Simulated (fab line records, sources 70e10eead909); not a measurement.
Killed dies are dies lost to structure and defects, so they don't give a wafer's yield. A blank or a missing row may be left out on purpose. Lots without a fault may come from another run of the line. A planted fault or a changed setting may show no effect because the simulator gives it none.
Which tool did it? | flow nand_harc | 12 lots, 36 wafers sampled, at 6 steps of a route of 1159

WHAT THE GAUGES READ, wafer by wafer
NHARC_A_SGD_CUT_THK_MEAS_22: measures by ellipsometry.
lot  | measured     | on            | thk_nm (nm)
L075 | day 13 22:51 | film_metro-02 | 147.0 149.7 150.3
L077 | day 14 11:27 | film_metro-01 | 149.4 147.9 147.2
L078 | day 15 03:34 | film_metro-01 | 147.4 145.8 145.2
L080 | day 16 02:17 | film_metro-02 | 149.4 150.3 149.8
L083 | day 16 18:11 | film_metro-01 | 148.1 149.1 148.1
L084 | day 16 18:02 | film_metro-01 | 147.2 147.1 149.7
L086 | day 17 18:52 | film_metro-01 | 147.7 147.5 146.3
L089 | day 17 18:52 | film_metro-01 | 147.0 148.2 147.0
L091 | day 18 05:14 | film_metro-02 | 147.8 149.0 148.0
L093 | day 18 22:45 | film_metro-02 | 148.3 147.9 145.4
L095 | day 19 08:56 | film_metro-01 | 148.2 149.0 147.8
L097 | day 20 06:47 | film_metro-02 | 150.1 151.1 150.2

WHICH TOOL RAN EACH LOT (tool, then ch and the chambers of the sampled wafers, then the start)
lot  | NHARC_A_STAIRCASE_ETCH_292         | NHARC_A_STAIRCASE_ETCH_452                    | NHARC_A_STAIRCASE_ETCHBACK_416                | NHARC_A_STAIRCASE_CMP_152     | NHARC_A_SGD_CUT_DEP_00
L075 | rie_diel-01 ch 0,1,2, day 11 12:36 | rie_diel-01 ch 0,1,2, day 13 14:08 or earlier | rie_diel-13 ch 1,2,3, day 13 14:08 or earlier | cmp-02 ch 0,1,2, day 13 14:08 | pecvd-04 ch 0,1,2, day 13 15:56
L077 | rie_diel-06 ch 2,3, day 12 00:23   | rie_diel-06 ch 0,2,3, day 14 01:43 or earlier | rie_diel-01 ch 1,2,3, day 14 01:43 or earlier | cmp-02 ch 1,2, day 14 01:43   | pecvd-04 ch 0,1,2, day 14 03:41
L078 | rie_diel-06 ch 1,2, day 12 14:08   | rie_diel-06 ch 0,1, day 14 16:50 or earlier   | rie_diel-01 ch 0,1, day 14 16:50 or earlier   | cmp-04 ch 2,3, day 14 16:50   | pecvd-03 ch 0,1,2, day 14 18:51
L080 | rie_diel-13 ch 0,1, day 13 06:56   | rie_diel-13 ch 1,2,3, day 15 17:22 or earlier | rie_diel-13 ch 0,1,2, day 15 17:22 or earlier | cmp-02 ch 0,1,2, day 15 17:22 | pecvd-04 ch 0,1,2, day 15 19:10
L083 | rie_diel-01 ch 0,2,3, day 14 02:04 | rie_diel-01 ch 0,3, day 16 10:31 or earlier   | rie_diel-01 ch 0,1,3, day 16 10:31 or earlier | cmp-04 ch 1,2,3, day 16 10:31 | pecvd-04 ch 0,1,2, day 16 12:16
L084 | rie_diel-06 ch 0,2,3, day 14 10:43 | rie_diel-06 ch 0,1,3, day 16 09:29 or earlier | rie_diel-01 ch 0,3, day 16 09:29 or earlier   | cmp-03 ch 0,3, day 16 09:29   | pecvd-03 ch 0,2, day 16 11:28
L086 | rie_diel-06 ch 1,2,3, day 15 00:11 | rie_diel-06 ch 0,2, day 17 08:58 or earlier   | rie_diel-01 ch 1,2,3, day 17 08:58 or earlier | cmp-02 ch 0,1,3, day 17 08:58 | pecvd-02 ch 0,1,2, day 17 10:49
L089 | rie_diel-13 ch 0,3, day 15 02:56   | rie_diel-13 ch 0,1,3, day 17 08:17 or earlier | rie_diel-06 ch 0,2,3, day 17 08:17 or earlier | cmp-04 ch 1,2,3, day 17 08:17 | pecvd-02 ch 0,1,2, day 17 10:06
L091 | rie_diel-01 ch 0,1,2, day 15 15:49 | rie_diel-01 ch 0,1,2, day 17 20:56 or earlier | rie_diel-01 ch 1,2,3, day 17 20:56 or earlier | cmp-03 ch 1,2,3, day 17 20:56 | pecvd-02 ch 0,1,2, day 17 22:47
L093 | rie_diel-13 ch 0,1,3, day 16 07:06 | rie_diel-13 ch 0,2,3, day 18 13:43 or earlier | rie_diel-06 ch 0,1,2, day 18 13:43 or earlier | cmp-02 ch 1,2,3, day 18 13:43 | pecvd-02 ch 0,1,2, day 18 15:54
L095 | rie_diel-01 ch 0,1,3, day 16 17:49 | rie_diel-01 ch 0,3, day 18 23:19 or earlier   | rie_diel-13 ch 0,3, day 18 23:19 or earlier   | cmp-02 ch 0,1, day 18 23:19   | pecvd-04 ch 0,1,2, day 19 01:14
L097 | rie_diel-06 ch 0,2,3, day 17 14:11 | rie_diel-06 ch 0,2, day 19 17:02 or earlier   | rie_diel-01 ch 1,2, day 19 17:02 or earlier   | cmp-02 ch 0,3, day 19 17:02   | pecvd-04 ch 0,2, day 19 18:49
- NHARC_A_STAIRCASE_ETCH_292: etches the open film in CF4/CHF3.
- NHARC_A_STAIRCASE_ETCH_452: etches the open film in CF4/O2, target depth 30 nm, overetch 3 nm, time 16.5 s.
- NHARC_A_STAIRCASE_ETCHBACK_416: etches the open film in C4F8/O2/Ar, target depth 36 nm, time 7.2 s.
- NHARC_A_STAIRCASE_CMP_152: polishes.
- NHARC_A_SGD_CUT_DEP_00: deposits SiNx, target thk 50 nm.

THE ANSWER, worked out from the rows above alone
Rule: what is usual is taken from the lots themselves. Put in order of their means at a reading, lots are off if they are a third of the lots or fewer, leave a main group of 4 or more, and stand apart from it by a gap of 3 or more times the standard deviation of the main group's means; of several such gaps the widest counts. A main group whose means are all the same, to the digits that the tables above print for the reading, isn't used. A lot without any number at a reading at which 4 lots or more have one is off too. The other lots that the step has rows for count as sound.
No lot is off at any reading shown: from this, nothing can be told.

WHAT THE SIMULATOR HAD PUT IN
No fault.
